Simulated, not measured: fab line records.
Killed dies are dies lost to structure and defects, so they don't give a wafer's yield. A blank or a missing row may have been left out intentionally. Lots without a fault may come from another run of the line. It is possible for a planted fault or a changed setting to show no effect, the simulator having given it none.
Comparing a struck lot with a sound one ; flow nand-harc ; 15 out of 1302 route steps
Sound: wafers L407.4, L407.5, L407.6. Wafers struck: L417.1, L417.5, L417.6. At the end, the cause is stated.
Per side, at each step with rows, come the tool, then ch with its chambers, and then its first start. Under that, the readings that differ: sound wafers ; struck wafers ; difference of the means ; sigmas: that difference in standard deviations of wafers without a fault.
alike: readings whose means differ by less than 2 such deviations, and words and numbers that are the same on both sides. not compared: withheld readings, readings that some wafer has no value for, bounds like >300 that may hide the same value, and numbers for which the record gives no deviation and whose values overlap.
The two part at a step that has a row with sigmas, a row that says differs or no value, or rows on one side only. When numbers do not overlap yet have no deviation, they are printed without sigmas and do not part them. A reading missing from all wafers of one side parts the sides only when that side holds two or more wafers.

NHARC_A_M0_INSPECT_11:
  sound on defect-inspect-02 at day 26 04:11; struck on defect-inspect-02 at day 30 22:29
  alike: raw-defect-count
then, 1 step without rows for these wafers: NHARC_A_M0_DESCUM_14 (chemistry O2, time 3 s).
NHARC_A_M0_ETCH_34: etches the open film in N2/H2, target depth 40 nm, overetch 12 nm, time 43.94 s.
  sound on rie-diel-13 ch 1,2,3, day 26 04:21; struck on rie-diel-12 ch 0,3, day 30 22:40
  alike: drypump-motor-current-A, n2-flow-sccm, oes-product-au, rf-vpp-V, showerhead-plenum-p-Torr, throttle-valve-pct
  not compared: rf-hours-counter-h
then, 1 step without rows for these wafers: NHARC_A_M0_ETCH_15 (etches the open film in C4F8/Ar, target depth 150 nm, overetch 15 nm, time 82.5 s).
NHARC_A_M0_CD_MEAS_16:
  sound on cd-sem-01 at day 26 04:34; struck on cd-sem-03 at day 30 22:53
  alike: cd-nm
NHARC_A_M0_STRIP_18: strips in N2/H2.
  sound on rie-diel-12 ch 0,2,3, day 26 04:42; struck on rie-diel-13 ch 1,2, day 30 23:00
  alike: drypump-motor-current-A, n2-flow-sccm, oes-product-au, rf-vpp-V, showerhead-plenum-p-Torr, throttle-valve-pct
  not compared: rf-hours-counter-h
then, 2 steps without rows for these wafers: NHARC_A_M0_STRIP_19 (strips in post etch residue remover, time 600 s); NHARC_A_M0_DEGAS_28 (time 60 s).
NHARC_A_M0_PRE_CLEAN_29: time 30 s.
  sound on pvd-sputter-03; struck on pvd-sputter-01
  alike: heater-power-w
then, 1 step without rows for these wafers: NHARC_A_M0_PVD_20 (deposits TaN, target thk 5 nm, time 8.06 s).
NHARC_A_M0_PVD_21: deposits Cu, target thk 30 nm, time 20.49 s.
  sound on pvd-sputter-03; struck on pvd-sputter-01
  alike: substrate-temp-c, throttle-valve-pct
then, 1 step without rows for these wafers: NHARC_A_M0_ECD_22 (material Cu, target thk 400 nm).
NHARC_A_M0_ANNEAL_30: time 90 s.
  sound on rtp-anneal-01 ch 0, day 26 06:19; struck on rtp-anneal-02, day 31 00:15
  no value came back on the struck wafers for anneal-temp-c (C), anneal-temp-c-max, wafer_temp_C_max; on the sound wafers anneal-temp-c (C) reads 225.25 224.86 225.16
NHARC_A_M0_CMP_23: polishes, t overpolish 20 s, target thk 113.75 nm.
  sound on cmp-04 ch 0,1,3, day 26 06:34; struck on cmp-02 ch 0,1,3, day 31 00:40
  alike: motor-current-A, time-to-endpoint-s
NHARC_END_SORT_01:
  here the record holds rows for the struck wafers (prober-02 ch 0, day 32 21:01) but none for the sound ones

WHERE THEY PART
Last at NHARC_END_SORT_01 as far as this record goes, first at NHARC_A_M0_ANNEAL_30.

WHY: whatever the simulator had introduced
Entire step skipped (rtp-anneal-02, NHARC_A_M0_ANNEAL_30), from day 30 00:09 onward. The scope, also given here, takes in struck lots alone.
